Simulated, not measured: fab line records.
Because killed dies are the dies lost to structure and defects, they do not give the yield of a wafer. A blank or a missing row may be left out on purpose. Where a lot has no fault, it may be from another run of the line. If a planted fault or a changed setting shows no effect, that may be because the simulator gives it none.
Which tool was responsible? -- flow n5_finfet -- Sampling: 11 lots, 30 wafers, 4 of 1938 route steps

## WHAT EACH GAUGE READ, for each wafer
N5_BEOL_M14_INSPECT_55: inspects for defects (darkfield).
lot,measured,on,raw_defect_count
L799,day 11 23:41,defect_inspect-02,49 50 67
L803,day 12 17:53,defect_inspect-02,79 91 68
L802,day 12 18:04,defect_inspect-02,60 77 67
L804,day 13 08:29,defect_inspect-02,62 75 72
L809,day 14 04:21,defect_inspect-01,853 818
L810,day 14 09:14,defect_inspect-02,869 928 952
L816,day 16 00:10,defect_inspect-01,102 69
L815,day 16 02:41,defect_inspect-02,114 98 74
L818,day 16 14:00,defect_inspect-01,68 93 134
L822,day 17 17:31,defect_inspect-01,110 80 61
L821,day 18 16:53,defect_inspect-02,68 75

## EACH LOT AND THE TOOL THAT RAN IT (in order: tool; ch and the chambers of the sampled wafers; start)
lot,N5_BEOL_M14_ETCH_38,N5_BEOL_M14_SPUTTER_43,N5_BEOL_M14_PRE_CLEAN_52
L799,"rie_diel-06 ch 0,1,2, day 11 22:27 or earlier","pvd_sputter-02, day 11 22:27","pecvd-03 ch 1,2, day 11 23:34"
L803,"rie_diel-01 ch 1,2,3, day 12 16:40 or earlier","pvd_sputter-02, day 12 16:40","pecvd-01 ch 0,1, day 12 17:46"
L802,"rie_diel-06 ch 0,1,2, day 12 16:51 or earlier","pvd_sputter-03, day 12 16:51","pecvd-03 ch 1,2, day 12 17:56"
L804,"rie_diel-01 ch 0,1, day 13 07:17 or earlier","pvd_sputter-02, day 13 07:17","pecvd-03 ch 0,1,2, day 13 08:22"
L809,"rie_diel-06 ch 0, day 14 03:08 or earlier","pvd_sputter-01, day 14 03:08","pecvd-03 ch 2, day 14 04:14"
L810,"rie_diel-06 ch 0,1, day 14 08:01 or earlier","pvd_sputter-01, day 14 08:01","pecvd-03 ch 0,1,2, day 14 09:07"
L816,"rie_diel-06 ch 0,2, day 15 22:41 or earlier","pvd_sputter-01, day 15 22:41","pecvd-01 ch 0, day 16 00:03"
L815,"rie_diel-01 ch 2,3, day 16 01:28 or earlier","pvd_sputter-01, day 16 01:28","pecvd-04 ch 0,1,2, day 16 02:34"
L818,"rie_diel-01 ch 0,1,2, day 16 12:47 or earlier","pvd_sputter-02, day 16 12:47","pecvd-01 ch 0,1, day 16 13:53"
L822,"rie_diel-01 ch 2,3, day 17 16:05 or earlier","pvd_sputter-03, day 17 16:05","pecvd-03 ch 0,2, day 17 17:22"
L821,"rie_diel-06 ch 0,3, day 18 15:41 or earlier","pvd_sputter-02, day 18 15:41","pecvd-03 ch 0,2, day 18 16:47"
- N5_BEOL_M14_ETCH_38: etches SiCN in CF4/N2, target depth 106.5 nm, time 120.6 s.
- N5_BEOL_M14_SPUTTER_43: material TaN, target thk 15 nm, time 24.19 s.
- N5_BEOL_M14_PRE_CLEAN_52: time 15 s.

## THE ANSWER, worked out from the rows above alone
Rule: the lots themselves supply what counts as usual. Put in order of their means at a reading, lots are off if they are a third of the lots or fewer, leave a main group of 4 or more, and stand apart from it by a gap of 3 or more times the standard deviation of the main group's means; of several such gaps the widest counts. The tables above print the reading to a certain number of digits; a main group whose means all agree to those digits is not used. A lot without any number at a reading at which 4 lots or more have one is off too. Where the step has rows for the other lots, those lots are counted as sound.
Off: L809, L810 (N5_BEOL_M14_INSPECT_55, raw_defect_count). For the main group the mean is 79 and the standard deviation 13.
A tool fits if, at a process step before that reading, it ran every lot that is off, and no sound lot after the first of them. Those tools and the gauges at N5_BEOL_M14_INSPECT_55 are tried in the same way. N5_BEOL_M14_ETCH_38 gives no start for some lots, so the hours and the order of its lots are those of N5_BEOL_M14_SPUTTER_43. None of those tried fits.

## WHAT THE SIMULATOR HAD PUT IN
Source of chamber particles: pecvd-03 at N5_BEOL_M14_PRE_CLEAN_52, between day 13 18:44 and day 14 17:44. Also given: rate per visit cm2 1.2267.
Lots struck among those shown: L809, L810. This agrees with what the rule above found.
